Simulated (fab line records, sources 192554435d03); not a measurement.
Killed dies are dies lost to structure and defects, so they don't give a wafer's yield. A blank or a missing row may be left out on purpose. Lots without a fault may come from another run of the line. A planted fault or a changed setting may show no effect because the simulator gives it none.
fab line records | flow n5_finfet
record lots=24 wafers=72 last_day=20
route steps=1938 shown BEOL_M14@1736 BEOL_M15@1786
lots that met no fault: from a run of the same line without faults
start_h: hours from the record's first day to the start of the lot's first wafer shown | wait_h: hours since the lot's step before | " the same as in the row above | L1.1+2: a row that stands for several wafers | - no value, or no start given | * or withheld: withheld | < > ~ a bound
route shown NAME@n: a module of which the file shows steps, and the number in the route of the first | usual: mean/standard deviation of fault-free wafers | same: alike in all rows | chamber/n: place in a boat | sites: the reading at each site | _std_site: their standard deviation | _edge_site: outer sites' mean less inner sites' | radius_mm: how far each site lies from the wafer's centre | mask NAME#n: copy n | behind: the tool/chamber that last shaped the wafer | hold: why the lot was held/for how many hours/how that ended | device: the transistor (n, p or np) that didn't switch | end of line: the same wafers' tests at the end of the route | a step without rows: its recipe alone | killed: dies lost to structure and defects at the first sort, not the wafer's yield | map: a wafer's dies, x killed, . not, _ none there
set.NAME: the setting as run; set.NAME@STEP: as run at that earlier step | model.NAME: the simulator's own value behind a step, which no gauge read
steps of the route over a sample of lots; a table a step, a row a wafer
services: from which hour (start_h, from the record's first day; less than 0 if before it) a tool's chamber was out of use, for how many hours, and why
## steps
# step N5_BEOL_M14_CD_MEAS_17
# recipe target_cd_nm=250 polarity=opening
# usual cd_nm=251.9/1.9
# columns lot.wafer tool chamber start_h wait_h cd_nm
L075.2 cd_sem-01 - 233.26 0.0 251.3
L075.5 " - " " 250.3
L075.6 " - " " 251.5
L074.2 cd_sem-01 - 238.00 0.0 250.6
L074.4 " - " " 252.2
L074.6 " - " " 253.2
L076.2 cd_sem-02 - 249.07 0.0 254.2
L076.3 " - " " 252.0
L076.4 " - " " 253.2
L078.1 cd_sem-01 - 252.70 0.0 252.7
L078.2 " - " " 252.0
L078.6 " - " " 252.3
L077.2 cd_sem-02 - 253.32 0.0 252.0
L077.4 " - " " 251.7
L077.5 " - " " 249.3
L079.2 cd_sem-01 - 256.51 0.0 254.2
L079.3 " - " " 255.5
L079.4 " - " " 255.3
L080.1 cd_sem-01 - 257.31 0.0 250.8
L080.3 " - " " 251.7
L080.4 " - " " 251.8
L081.3 cd_sem-01 - 262.44 0.0 252.7
L081.5 " - " " 250.0
L081.6 " - " " 248.9
L082.1 cd_sem-02 - 280.88 0.0 249.8
L082.3 " - " " 248.7
L082.5 " - " " 251.4
L083.3 cd_sem-01 - 281.37 0.0 252.7
L083.4 " - " " 251.0
L083.5 " - " " 251.0
L084.2 cd_sem-03 - 283.81 0.0 249.5
L084.5 " - " " 251.4
L084.6 " - " " 250.3
L085.1 cd_sem-03 - 289.16 0.0 252.9
L085.3 " - " " 252.0
L085.6 " - " " 252.7
L087.1 cd_sem-03 - 377.80 0.0 252.2
L087.2 " - " " 252.0
L087.5 " - " " 251.9
L086.1 cd_sem-02 - 383.06 0.0 250.2
L086.5 " - " " 252.4
L086.6 " - " " 252.2
L088.1 cd_sem-02 - 391.47 0.0 256.2
L088.2 " - " " 251.7
L088.4 " - " " 254.1
L089.3 cd_sem-02 - 391.89 0.0 251.8
L089.4 " - " " 250.3
L089.6 " - " " 249.8
L093.3 cd_sem-03 - 396.06 0.0 257.0
L093.4 " - " " 254.2
L093.6 " - " " 255.0
L096.1 cd_sem-02 - 396.81 0.0 250.8
L096.5 " - " " 254.3
L096.6 " - " " 252.6
L094.1 cd_sem-03 - 397.64 0.0 251.8
L094.4 " - " " 251.6
L094.5 " - " " 249.1
L091.3 cd_sem-03 - 398.56 0.0 252.2
L091.5 " - " " 253.3
L091.6 " - " " 255.1
L095.3 cd_sem-03 - 407.26 0.0 252.0
L095.5 " - " " 254.1
L095.6 " - " " 252.0
L090.2 cd_sem-03 - 407.80 0.0 249.9
L090.4 " - " " 253.6
L090.5 " - " " 250.8
L097.4 cd_sem-02 - 412.94 0.0 250.9
L097.5 " - " " 250.5
L097.6 " - " " 250.7
L092.1 cd_sem-02 - 419.18 0.0 249.4
L092.3 " - " " 247.4
L092.5 " - " " 248.7
# step N5_BEOL_M14_OCD_MEAS_35
# usual trench_depth_nm=559/15
# columns lot.wafer tool chamber start_h wait_h trench_depth_nm
L075.2 ocd-02 - 234.29 0.0 562
L075.5 " - " " 563
L075.6 " - " " 562
L074.2 ocd-01 - 239.16 0.0 559
L074.4 " - " " 534
L074.6 " - " " 589
L076.2 ocd-01 - 250.58 0.0 534
L076.3 " - " " 553
L076.4 " - " " 549
L078.1 ocd-02 - 254.59 0.0 556
L078.2 " - " " 559
L078.6 " - " " 554
L077.2 ocd-02 - 255.15 0.0 556
L077.4 " - " " 549
L077.5 " - " " 535
L079.2 ocd-01 - 257.73 0.0 547
L079.3 " - " " 553
L079.4 " - " " 585
L080.1 ocd-02 - 258.34 0.0 548
L080.3 " - " " 540
L080.4 " - " " 530
L081.3 ocd-02 - 263.59 0.0 579
L081.5 " - " " 546
L081.6 " - " " 579
L082.1 ocd-01 - 282.11 0.0 534
L082.3 " - " " 556
L082.5 " - " " 533
L083.3 ocd-01 - 282.69 0.0 579
L083.4 " - " " 554
L083.5 " - " " 533
L084.2 ocd-02 - 284.96 0.0 542
L084.5 " - " " 587
L084.6 " - " " 558
L085.1 ocd-01 - 290.31 0.0 552
L085.3 " - " " 535
L085.6 " - " " 551
L087.1 ocd-01 - 378.95 0.0 570
L087.2 " - " " 560
L087.5 " - " " 561
L086.1 ocd-02 - 384.22 0.0 566
L086.5 " - " " 583
L086.6 " - " " 567
L088.1 ocd-01 - 392.63 0.0 582
L088.2 " - " " 552
L088.4 " - " " 539
L089.3 ocd-01 - 393.27 0.0 561
L089.4 " - " " 555
L089.6 " - " " 585
L093.3 ocd-01 - 397.33 0.0 575
L093.4 " - " " 573
L093.6 " - " " 569
L096.1 ocd-02 - 398.08 0.0 530
L096.5 " - " " 566
L096.6 " - " " 535
L094.1 ocd-02 - 398.90 0.0 563
L094.4 " - " " 559
L094.5 " - " " 560
L091.3 ocd-01 - 399.83 0.0 575
L091.5 " - " " 568
L091.6 " - " " 578
L095.3 ocd-02 - 408.55 0.0 564
L095.5 " - " " 558
L095.6 " - " " 567
L090.2 ocd-02 - 409.33 0.0 553
L090.4 " - " " 548
L090.5 " - " " 575
L097.4 ocd-01 - 414.09 0.0 564
L097.5 " - " " 566
L097.6 " - " " 570
L092.1 ocd-01 - 420.33 0.0 537
L092.3 " - " " 579
L092.5 " - " " 552
# step N5_BEOL_M14_DEP_53
# recipe material=SiCN target_thk_a=500 temp_c=withheld precursor=3MS/NH3 pressure_torr=3 rf_w=675 time_s=17.8
# usual showerhead_plenum_p_Torr=4.145/0.024 throttle_valve_pct=17.9/0.96
# columns lot.wafer tool chamber start_h wait_h showerhead_plenum_p_Torr throttle_valve_pct
L075.2 pecvd-03 2 236.16 0.0 4.122 17.1
L075.5 " 0 " " 4.164 18.1
L075.6 " 1 " " 4.108 16.9
L074.2 pecvd-03 0 240.72 0.0 4.153 18.2
L074.4 " 1 " " 4.109 16.9
L074.6 " 2 " " 4.117 17.2
L076.2 pecvd-03 0 252.16 0.0 4.172 18.1
L076.3 " 2 " " 4.123 17.2
L076.4 " 2 " " 4.126 17.1
L078.1 pecvd-01 1 256.47 0.0 4.179 19.3
L078.2 " 0 " " 4.136 19.1
L078.6 " 0 " " 4.151 19.0
L077.2 pecvd-03 0 256.75 0.0 4.181 18.3
L077.4 " 2 " " 4.128 17.1
L077.5 " 0 " " 4.165 18.1
L079.2 pecvd-03 2 260.68 0.0 4.126 17.3
L079.3 " 1 " " 4.096 16.9
L079.4 " 1 " " 4.098 17.0
L080.1 pecvd-02 0 260.97 0.0 4.166 18.8
L080.3 " 2 " " 4.150 17.6
L080.4 " 0 " " 4.159 18.6
L081.3 pecvd-03 1 267.79 0.0 4.108 16.9
L081.5 " 1 " " 4.094 16.9
L081.6 " 0 " " 4.159 18.3
L082.1 pecvd-01 0 285.33 0.0 4.148 19.1
L082.3 " 1 " " 4.172 18.9
L082.5 " 0 " " 4.150 19.5
L083.3 pecvd-03 2 285.36 0.0 4.118 17.3
L083.4 " 1 " " 4.115 16.9
L083.5 " 2 " " 4.125 17.1
L084.2 pecvd-01 1 288.92 0.0 4.186 19.4
L084.5 " 1 " " 4.185 19.4
L084.6 " 2 " " 4.168 16.4
L085.1 pecvd-03 1 292.42 0.0 4.111 16.9
L085.3 " 1 " " 4.106 16.9
L085.6 " 0 " " 4.162 18.2
L087.1 pecvd-02 0 382.81 0.0 4.168 18.8
L087.2 " 1 " " 4.119 17.8
L087.5 " 2 " " 4.156 17.3
L086.1 pecvd-01 1 385.95 0.0 4.177 19.0
L086.5 " 1 " " 4.170 19.4
L086.6 " 0 " " 4.146 19.1
L088.1 pecvd-01 0 397.56 0.0 4.147 19.2
L088.2 " 1 " " 4.180 19.2
L088.4 " 1 " " 4.173 19.0
L089.3 pecvd-03 0 398.05 0.0 4.156 18.2
L089.4 " 0 " " 4.152 18.0
L089.6 " 2 " " 4.116 17.4
L093.3 pecvd-02 2 402.16 0.0 4.146 17.8
L093.4 " 0 " " 4.159 18.9
L093.6 " 1 " " 4.127 18.1
L096.1 pecvd-02 2 402.87 0.0 4.141 17.6
L096.5 " 1 " " 4.127 17.7
L096.6 " 2 " " 4.156 17.7
L094.1 pecvd-02 1 404.83 0.0 4.124 18.0
L094.4 " 0 " " 4.161 18.9
L094.5 " 2 " " 4.159 17.9
L091.3 pecvd-03 2 405.35 0.0 4.120 17.3
L091.5 " 2 " " 4.117 17.2
L091.6 " 1 " " 4.111 16.9
L095.3 pecvd-02 2 423.44 0.0 4.150 17.8
L095.5 " 0 " " 4.162 18.8
L095.6 " 2 " " 4.157 17.9
L090.2 pecvd-01 2 435.21 0.0 4.166 16.7
L090.4 " 1 " " 4.188 19.3
L090.5 " 0 " " 4.135 19.3
L097.4 pecvd-01 1 435.76 0.0 4.176 19.5
L097.5 " 2 " " 4.154 17.1
L097.6 " 0 " " 4.132 19.5
L092.1 pecvd-01 0 438.58 0.0 4.144 19.5
L092.3 " 1 " " 4.181 19.2
L092.5 " 2 " " 4.154 16.7
# step N5_BEOL_M15_DESCUM_15
# recipe chemistry=O2 time_s=7.9 source_power_w=50 bias_power_w=20 pressure_mtorr=20 rf_frequency_hz=2.712e+07 temp_c=40 o2_flow_sccm=225
# usual drypump_motor_current_A=5.8/0.4 oes_product_au=0.79/0.091 rf_vpp_V=242.9/1.3 showerhead_plenum_p_Torr=2.09/0.061 throttle_valve_pct=20.44/0.14
# columns lot.wafer tool chamber start_h wait_h drypump_motor_current_A oes_product_au rf_hours_counter_h rf_vpp_V showerhead_plenum_p_Torr throttle_valve_pct
L075.2 rie_diel-04 3 236.93 0.0 6.0 0.88 59 242.3 2.05 20.37
L075.5 " 3 " " 6.0 0.88 - 243.9 2.05 20.35
L075.6 " 2 " " 6.0 0.69 - 242.0 2.08 20.38
L074.2 rie_diel-03 1 241.92 0.3 5.2 0.91 23 244.1 2.12 20.39
L074.4 " 0 " " 5.5 0.71 - 240.3 2.00 20.76
L074.6 " 1 " " 5.3 0.90 - 242.8 2.12 20.40
L076.2 rie_diel-04 0 252.97 0.0 5.5 0.69 220 242.6 2.07 20.52
L076.3 " 2 " " 5.9 0.69 241 243.3 2.07 20.38
L076.4 " 1 " " 5.4 0.78 107 241.5 2.02 20.54
L078.1 rie_diel-03 2 257.35 0.0 5.7 0.98 1 242.6 2.05 20.35
L078.2 " 1 " " 5.3 0.89 32 244.6 2.12 20.39
L078.6 " 0 " " 5.5 0.71 - 242.9 1.99 20.77
L077.2 rie_diel-04 2 257.52 0.0 5.9 0.68 243 241.9 2.07 20.38
L077.4 " 1 " " 5.4 0.78 - 242.9 2.02 20.54
L077.5 " 0 " " 5.5 0.69 - 243.3 2.07 20.51
L079.2 rie_diel-04 2 261.46 0.0 6.0 0.69 245 242.9 2.07 20.41
L079.3 " 1 " " 5.4 0.77 111 242.1 2.02 20.55
L079.4 " 0 " " 5.5 0.69 - 243.0 2.07 20.51
L080.1 rie_diel-04 1 261.88 0.0 5.4 0.78 112 242.2 2.02 20.55
L080.3 " 2 " " 6.0 0.68 245 243.2 2.07 20.40
L080.4 " 1 " " 5.4 0.78 - 243.2 2.02 20.54
L081.3 rie_diel-04 3 268.69 0.0 6.1 0.87 69 243.6 2.05 20.37
L081.5 " 3 " " 6.0 0.86 - 241.7 2.05 20.38
L081.6 " 0 " " 5.5 0.69 - 241.6 2.07 20.51
L082.1 rie_diel-03 1 286.24 0.0 5.2 0.87 40 244.0 2.12 20.41
L082.3 " 3 " " 5.7 0.88 29 244.2 2.13 20.26
L082.5 " 3 " " 5.6 0.89 - 244.3 2.13 20.27
L083.3 rie_diel-03 3 286.65 0.3 5.7 0.88 29 243.5 2.13 20.28
L083.4 " 1 " " 5.2 0.87 40 245.0 2.12 20.42
L083.5 " 2 " " 5.7 0.94 - 243.7 2.05 20.39
L084.2 rie_diel-04 1 289.70 0.0 5.4 0.76 121 241.3 2.02 20.56
L084.5 " 0 " " 5.5 0.68 - 241.9 2.06 20.56
L084.6 " 1 " " 5.4 0.77 - 241.5 2.02 20.56
L085.1 rie_diel-03 1 293.34 0.0 5.3 0.87 42 243.1 2.12 20.43
L085.3 " 0 " " 5.5 0.71 214 240.9 1.99 20.81
L085.6 " 2 " " 5.7 0.94 - 242.3 2.05 20.35
L087.1 rie_diel-02 2 383.71 0.0 6.4 0.79 97 243.9 2.13 20.43
L087.2 " 0 " " 6.3 0.68 241 241.3 2.06 20.45
L087.5 " 3 " " 5.5 0.82 - 245.3 2.22 20.41
L086.1 rie_diel-02 1 387.19 0.2 6.4 0.69 245 242.0 2.07 20.43
L086.5 " 0 " " 6.3 0.67 - 242.7 2.06 20.45
L086.6 " 3 " " 5.5 0.82 - 244.9 2.21 20.42
L088.1 rie_diel-03 2 398.45 0.0 5.7 0.85 42 242.9 2.04 20.42
L088.2 " 1 " " 5.2 0.86 44 243.8 2.12 20.41
L088.4 " 3 " " 5.7 0.83 62 243.7 2.12 20.32
L089.3 rie_diel-02 1 399.19 0.2 6.4 0.68 248 244.0 2.07 20.43
L089.4 " 3 " " 5.5 0.81 90 244.3 2.21 20.44
L089.6 " 1 " " 6.4 0.69 - 242.0 2.07 20.43
L093.3 rie_diel-02 1 403.34 0.3 6.4 0.68 249 242.1 2.07 20.44
L093.4 " 0 " " 6.3 0.67 247 244.1 2.05 20.46
L093.6 " 1 " " 6.4 0.68 - 241.6 2.07 20.44
L096.1 rie_diel-03 3 404.21 0.5 5.7 0.82 65 242.3 2.12 20.32
L096.5 " 1 " " 5.3 0.86 - 245.8 2.11 20.43
L096.6 " 2 " " 5.7 0.85 - 241.4 2.04 20.45
L094.1 rie_diel-02 3 405.70 0.1 5.5 0.81 93 244.1 2.21 20.44
L094.4 " 3 " " 5.5 0.80 - 245.1 2.21 20.44
L094.5 " 2 " " 6.4 0.78 - 243.4 2.13 20.45
L091.3 rie_diel-02 0 406.29 0.1 6.3 0.68 249 241.3 2.05 20.49
L091.5 " 0 " " 6.3 0.66 - 241.7 2.05 20.48
L091.6 " 2 " " 6.4 0.79 - 243.6 2.13 20.45
L095.3 rie_diel-02 0 424.34 0.0 6.3 0.67 255 242.8 2.05 20.47
L095.5 " 0 " " 6.3 0.67 - 242.1 2.05 20.48
L095.6 " 2 " " 6.3 0.78 - 241.7 2.13 20.46
L090.2 rie_diel-02 3 435.98 0.0 5.6 0.78 104 244.9 2.21 20.45
L090.4 " 1 " " 6.4 0.99 - 242.4 2.07 20.01
L090.5 " 3 " " 5.5 0.79 - 244.3 2.21 20.46
L097.4 rie_diel-03 0 436.52 0.0 5.5 0.96 1 244.9 2.24 20.48
L097.5 " 0 " " 5.5 0.97 - 246.1 2.24 20.48
L097.6 " 3 " " 5.7 0.81 - 243.8 2.12 20.35
L092.1 rie_diel-02 1 440.09 0.7 6.4 0.98 5 243.9 2.06 20.04
L092.3 " 2 " " 6.3 0.77 - 243.0 2.13 20.46
L092.5 " 1 " " 6.4 0.99 - 241.2 2.06 20.03
# step N5_BEOL_M15_ETCH_59
# recipe chemistry=N2/H2 target=BARC target_depth_a=890 overetch_a=267 time_s=67.9 ion_energy_ev=200 pressure_mtorr=30 source_w=840 bias_w=150 n2_flow_sccm=200 h2_flow_sccm=200
# usual drypump_motor_current_A=5.8/0.4 n2_flow_sccm=199.9/0.57 oes_product_au=0.67/0.074 rf_vpp_V=523.4/2.1 showerhead_plenum_p_Torr=2.53/0.069 throttle_valve_pct=17.86/0.21
# columns lot.wafer tool chamber start_h wait_h drypump_motor_current_A n2_flow_sccm oes_product_au rf_hours_counter_h rf_vpp_V showerhead_plenum_p_Torr throttle_valve_pct
L075.2 rie_diel-04 3 236.97 0.0 6.1 199.7 0.74 59 522.1 2.48 17.74
L075.5 " 3 " " 6.1 199.5 0.74 - 522.0 2.48 17.74
L075.6 " 2 " " 6.0 199.0 0.60 - 524.4 2.50 17.77
L074.2 rie_diel-03 1 241.95 0.0 5.2 199.9 0.77 23 525.6 2.59 17.78
L074.4 " 0 " " 5.5 199.2 0.61 - 519.3 2.42 18.25
L074.6 " 1 " " 5.2 200.6 0.76 - 525.7 2.59 17.78
L076.2 rie_diel-04 0 253.00 0.0 5.6 199.9 0.60 220 522.9 2.53 18.19
L076.3 " 2 " " 6.0 200.6 0.60 241 522.9 2.49 17.77
L076.4 " 1 " " 5.4 199.5 0.66 107 520.4 2.45 17.99
L078.1 rie_diel-03 2 257.39 0.0 5.7 199.3 0.83 1 523.4 2.50 17.87
L078.2 " 1 " " 5.3 200.0 0.74 32 525.4 2.59 17.78
L078.6 " 0 " " 5.5 200.2 0.61 - 520.0 2.42 18.27
L077.2 rie_diel-04 2 257.55 0.0 6.0 199.8 0.60 243 523.6 2.49 17.77
L077.4 " 1 " " 5.4 199.7 0.67 - 520.7 2.45 17.99
L077.5 " 0 " " 5.5 200.9 0.60 - 523.4 2.53 18.20
L079.2 rie_diel-04 2 261.49 0.0 6.0 199.6 0.59 245 522.0 2.49 17.79
L079.3 " 1 " " 5.4 201.0 0.66 111 521.7 2.45 17.99
L079.4 " 0 " " 5.5 199.8 0.60 - 522.2 2.53 18.19
L080.1 rie_diel-04 1 261.91 0.0 5.4 199.4 0.66 112 520.5 2.45 18.00
L080.3 " 2 " " 6.0 200.2 0.60 245 522.0 2.49 17.77
L080.4 " 1 " " 5.4 201.0 0.66 - 521.0 2.45 18.00
L081.3 rie_diel-04 3 268.72 0.0 6.1 199.2 0.74 69 522.9 2.48 17.76
L081.5 " 3 " " 6.1 199.8 0.73 - 521.5 2.48 17.75
L081.6 " 0 " " 5.5 200.7 0.60 - 523.5 2.53 18.21
L082.1 rie_diel-03 1 286.28 0.0 5.3 199.6 0.73 40 524.4 2.58 17.81
L082.3 " 3 " " 5.7 199.3 0.74 29 524.9 2.60 17.71
L082.5 " 3 " " 5.7 199.7 0.76 - 525.0 2.60 17.72
L083.3 rie_diel-03 3 286.69 0.0 5.7 200.6 0.74 29 525.4 2.60 17.71
L083.4 " 1 " " 5.2 200.7 0.74 40 524.3 2.58 17.79
L083.5 " 2 " " 5.6 199.3 0.81 - 522.1 2.49 17.89
L084.2 rie_diel-04 1 289.74 0.0 5.4 199.5 0.65 121 520.9 2.44 18.01
L084.5 " 0 " " 5.5 200.1 0.59 - 523.2 2.52 18.21
L084.6 " 1 " " 5.4 199.1 0.65 - 523.1 2.44 18.01
L085.1 rie_diel-03 1 293.37 0.0 5.3 199.8 0.74 42 524.7 2.58 17.81
L085.3 " 0 " " 5.5 199.8 0.60 214 518.2 2.42 18.29
L085.6 " 2 " " 5.7 200.7 0.80 - 522.6 2.49 17.91
L087.1 rie_diel-02 2 383.74 0.0 6.3 201.1 0.67 97 524.0 2.56 17.65
L087.2 " 0 " " 6.3 200.0 0.59 241 523.1 2.49 17.91
L087.5 " 3 " " 5.6 199.4 0.68 - 527.2 2.66 17.69
L086.1 rie_diel-02 1 387.23 0.0 6.4 200.3 0.58 245 523.7 2.50 17.81
L086.5 " 0 " " 6.3 200.8 0.59 - 523.7 2.49 17.91
L086.6 " 3 " " 5.6 198.9 0.68 - 526.3 2.66 17.72
L088.1 rie_diel-03 2 398.49 0.0 5.7 199.4 0.73 42 522.5 2.48 17.95
L088.2 " 1 " " 5.2 200.5 0.74 44 522.9 2.58 17.81
L088.4 " 3 " " 5.7 199.7 0.71 62 525.5 2.59 17.78
L089.3 rie_diel-02 1 399.23 0.0 6.4 200.2 0.58 248 523.4 2.50 17.81
L089.4 " 3 " " 5.5 200.4 0.67 90 527.2 2.66 17.72
L089.6 " 1 " " 6.4 201.0 0.57 - 523.1 2.50 17.84
L093.3 rie_diel-02 1 403.37 0.0 6.4 199.5 0.58 249 522.9 2.50 17.83
L093.4 " 0 " " 6.3 200.3 0.58 247 522.0 2.49 17.90
L093.6 " 1 " " 6.4 199.6 0.57 - 521.7 2.50 17.83
L096.1 rie_diel-03 3 404.25 0.0 5.7 200.0 0.70 65 524.4 2.58 17.77
L096.5 " 1 " " 5.2 199.5 0.73 - 525.9 2.58 17.81
L096.6 " 2 " " 5.7 200.2 0.74 - 521.5 2.48 17.98
L094.1 rie_diel-02 3 405.74 0.0 5.5 198.8 0.68 93 528.1 2.66 17.71
L094.4 " 3 " " 5.5 199.1 0.68 - 528.0 2.66 17.73
L094.5 " 2 " " 6.3 200.7 0.67 - 524.2 2.55 17.66
L091.3 rie_diel-02 0 406.33 0.0 6.3 200.6 0.58 249 521.7 2.49 17.91
L091.5 " 0 " " 6.3 200.0 0.58 - 523.9 2.49 17.91
L091.6 " 2 " " 6.4 200.5 0.67 - 525.0 2.55 17.67
L095.3 rie_diel-02 0 424.37 0.0 6.3 201.5 0.58 255 524.1 2.49 17.91
L095.5 " 0 " " 6.3 201.1 0.58 - 522.2 2.49 17.92
L095.6 " 2 " " 6.3 199.9 0.66 - 523.4 2.55 17.70
L090.2 rie_diel-02 3 436.01 0.0 5.5 199.6 0.67 104 527.0 2.65 17.75
L090.4 " 1 " " 6.4 200.2 0.84 - 522.1 2.50 17.38
L090.5 " 3 " " 5.5 200.4 0.67 - 529.0 2.65 17.74
L097.4 rie_diel-03 0 436.55 0.0 5.5 200.4 0.81 1 527.0 2.72 17.91
L097.5 " 0 " " 5.5 200.2 0.82 - 529.2 2.72 17.92
L097.6 " 3 " " 5.7 200.1 0.70 - 525.2 2.58 17.78
L092.1 rie_diel-02 1 440.14 0.0 6.4 199.7 0.82 5 522.0 2.49 17.36
L092.3 " 2 " " 6.4 199.3 0.66 - 525.0 2.55 17.70
L092.5 " 1 " " 6.4 199.8 0.84 - 523.0 2.50 17.36
# step N5_BEOL_M15_DESCUM_33
# recipe chemistry=O2 time_s=7.9 source_power_w=50 bias_power_w=20 pressure_mtorr=20 rf_frequency_hz=2.712e+07 temp_c=40 o2_flow_sccm=225
# usual drypump_motor_current_A=5.8/0.38 oes_product_au=0.80/0.089 rf_vpp_V=243.0/1.3 showerhead_plenum_p_Torr=2.08/0.059 throttle_valve_pct=20.44/0.15
# columns lot.wafer tool chamber start_h wait_h drypump_motor_current_A oes_product_au rf_hours_counter_h rf_vpp_V showerhead_plenum_p_Torr throttle_valve_pct
L075.2 rie_diel-03 3 238.52 0.1 5.7 0.92 10 245.4 2.14 20.26
L075.5 " 3 " " 5.6 0.93 - 243.9 2.14 20.23
L075.6 " 1 " " 5.2 0.92 - 244.8 2.12 20.39
L074.2 rie_diel-04 3 243.74 0.2 6.0 0.87 63 240.2 2.05 20.37
L074.4 " 2 " " 6.0 0.69 237 242.6 2.07 20.39
L074.6 " 3 " " 6.0 0.87 - 241.9 2.05 20.35
L076.2 rie_diel-04 3 254.68 0.1 6.1 0.87 67 242.7 2.05 20.37
L076.3 " 1 " " 5.4 0.79 108 242.2 2.02 20.55
L076.4 " 2 " " 6.0 0.68 242 243.2 2.07 20.41
L078.1 rie_diel-02 0 259.08 0.2 6.3 0.69 210 243.2 2.07 20.42
L078.2 " 1 " " 6.4 0.71 211 241.3 2.08 20.39
L078.6 " 3 " " 5.6 0.85 - 243.5 2.23 20.38
L077.2 rie_diel-03 0 259.14 0.0 5.5 0.71 205 243.2 1.99 20.78
L077.4 " 2 " " 5.7 0.97 2 243.2 2.05 20.36
L077.5 " 1 " " 5.2 0.88 - 245.2 2.12 20.39
L079.2 rie_diel-04 2 263.31 0.1 5.9 0.69 246 243.2 2.07 20.41
L079.3 " 0 " " 5.5 0.69 225 241.3 2.07 20.53
L079.4 " 1 " " 5.4 0.78 - 243.4 2.02 20.54
L080.1 rie_diel-03 0 263.51 0.0 5.5 0.71 207 240.3 1.99 20.79
L080.3 " 1 " " 5.2 0.88 35 243.3 2.12 20.40
L080.4 " 2 " " 5.7 0.96 3 242.1 2.05 20.36
L081.3 rie_diel-04 0 270.15 0.0 5.5 0.69 227 243.4 2.06 20.52
L081.5 " 0 " " 5.5 0.70 - 243.3 2.06 20.52
L081.6 " 1 " " 5.4 0.78 - 241.9 2.02 20.56
L082.1 rie_diel-04 0 287.70 0.0 5.5 0.69 233 244.1 2.06 20.53
L082.3 " 3 " " 6.0 0.86 75 241.7 2.05 20.37
L082.5 " 3 " " 6.0 0.86 - 242.5 2.05 20.37
L083.3 rie_diel-04 3 288.24 0.0 6.1 0.85 75 242.0 2.05 20.39
L083.4 " 3 " " 6.0 0.85 - 241.4 2.05 20.40
L083.5 " 0 " " 5.5 0.69 - 242.9 2.06 20.55
L084.2 rie_diel-02 3 291.16 0.0 5.5 0.85 61 246.1 2.22 20.40
L084.5 " 1 " " 6.4 0.71 - 242.5 2.08 20.40
L084.6 " 2 " " 6.3 0.83 - 243.0 2.14 20.39
L085.1 rie_diel-03 0 294.80 0.0 5.4 0.71 214 240.4 1.99 20.79
L085.3 " 2 " " 5.7 0.93 11 242.9 2.05 20.38
L085.6 " 2 " " 5.7 0.93 - 244.8 2.05 20.38
L087.1 rie_diel-04 1 385.68 0.5 5.4 0.75 140 241.9 2.01 20.58
L087.2 " 2 " " 6.0 0.90 19 242.1 2.06 20.06
L087.5 " 1 " " 5.4 0.76 - 240.3 2.01 20.58
L086.1 rie_diel-02 3 388.79 0.0 5.5 0.81 87 243.9 2.21 20.43
L086.5 " 1 " " 6.4 0.68 - 242.4 2.07 20.43
L086.6 " 2 " " 6.3 0.79 - 243.9 2.13 20.44
L088.1 rie_diel-02 2 400.31 0.3 6.3 0.78 103 244.2 2.13 20.45
L088.2 " 3 " " 5.5 0.81 90 246.2 2.21 20.45
L088.4 " 1 " " 6.4 0.69 249 243.8 2.07 20.45
L089.3 rie_diel-03 1 401.01 0.2 5.2 0.86 45 244.1 2.11 20.44
L089.4 " 3 " " 5.7 0.83 63 244.6 2.12 20.32
L089.6 " 3 " " 5.6 0.83 - 243.9 2.12 20.33
L093.3 rie_diel-04 2 405.01 0.1 6.0 0.88 26 241.6 2.06 20.09
L093.4 " 1 " " 5.4 0.74 148 241.7 2.01 20.59
L093.6 " 2 " " 6.0 0.88 - 242.6 2.06 20.08
L096.1 rie_diel-03 1 405.92 0.2 5.2 0.85 47 243.8 2.11 20.43
L096.5 " 2 " " 5.7 0.85 - 242.1 2.04 20.42
L096.6 " 1 " " 5.2 0.85 - 245.4 2.11 20.44
L094.1 rie_diel-02 3 407.42 0.2 5.5 0.79 94 244.9 2.21 20.43
L094.4 " 3 " " 5.5 0.81 - 245.9 2.21 20.44
L094.5 " 2 " " 6.3 0.78 - 243.2 2.13 20.45
L091.3 rie_diel-04 3 407.96 0.2 6.1 0.81 103 242.1 2.04 20.43
L091.5 " 0 " " 5.5 0.99 - 243.5 2.06 20.29
L091.6 " 1 " " 5.4 0.75 - 241.4 2.01 20.59
L095.3 rie_diel-02 2 425.80 0.0 6.3 0.78 114 243.1 2.13 20.44
L095.5 " 3 " " 5.5 0.79 - 244.4 2.21 20.43
L095.6 " 0 " " 6.3 0.66 - 242.8 2.05 20.50
L090.2 rie_diel-03 1 437.89 0.4 5.2 0.84 55 243.6 2.11 20.44
L090.4 " 0 " " 5.5 0.96 2 245.4 2.24 20.46
L090.5 " 2 " " 5.7 0.84 - 242.2 2.04 20.43
L097.4 rie_diel-03 3 438.15 0.0 5.7 0.81 74 244.2 2.12 20.34
L097.5 " 2 " " 5.7 0.84 - 243.0 2.04 20.44
L097.6 " 3 " " 5.7 0.80 - 243.8 2.12 20.34
L092.1 rie_diel-02 2 442.31 0.3 6.4 0.77 121 243.7 2.12 20.47
L092.3 " 1 " " 6.4 0.99 - 243.0 2.06 20.04
L092.5 " 1 " " 6.4 0.99 - 242.9 2.06 20.03
## services
# columns tool chamber start_h hours kind
rie_diel-03 2 235.29 - clean
rie_diel-03 2 235.29 - consumable_replace:focus_ring
pecvd-02 1 244.20 30.8 repair
pecvd-03 2 275.27 8.4 repair
rie_diel-04 - 291.47 14.6 pm
pecvd-01 - 295.24 5.5 pm
rie_diel-03 1 298.37 98.2 repair
pecvd-03 0 315.61 23.5 repair
pecvd-01 - 346.46 0.5 repair
pecvd-03 - 355.61 1.0 repair
pecvd-02 - 394.93 2.9 repair
rie_diel-02 1 404.56 - clean
rie_diel-02 1 404.56 - consumable_replace:focus_ring
rie_diel-02 1 404.56 23.2 scheduled_down
rie_diel-02 1 404.56 23.2 vent_cycle
rie_diel-03 0 412.97 - clean
rie_diel-04 3 414.67 47.5 repair
rie_diel-04 2 425.05 4.3 repair
rie_diel-02 0 428.19 - clean
rie_diel-02 0 428.19 - consumable_replace:focus_ring
rie_diel-02 0 428.19 16.5 scheduled_down
rie_diel-02 0 428.19 16.5 vent_cycle
pecvd-01 - 438.81 2.6 repair
rie_diel-02 3 439.20 20.9 repair
## key
fault none
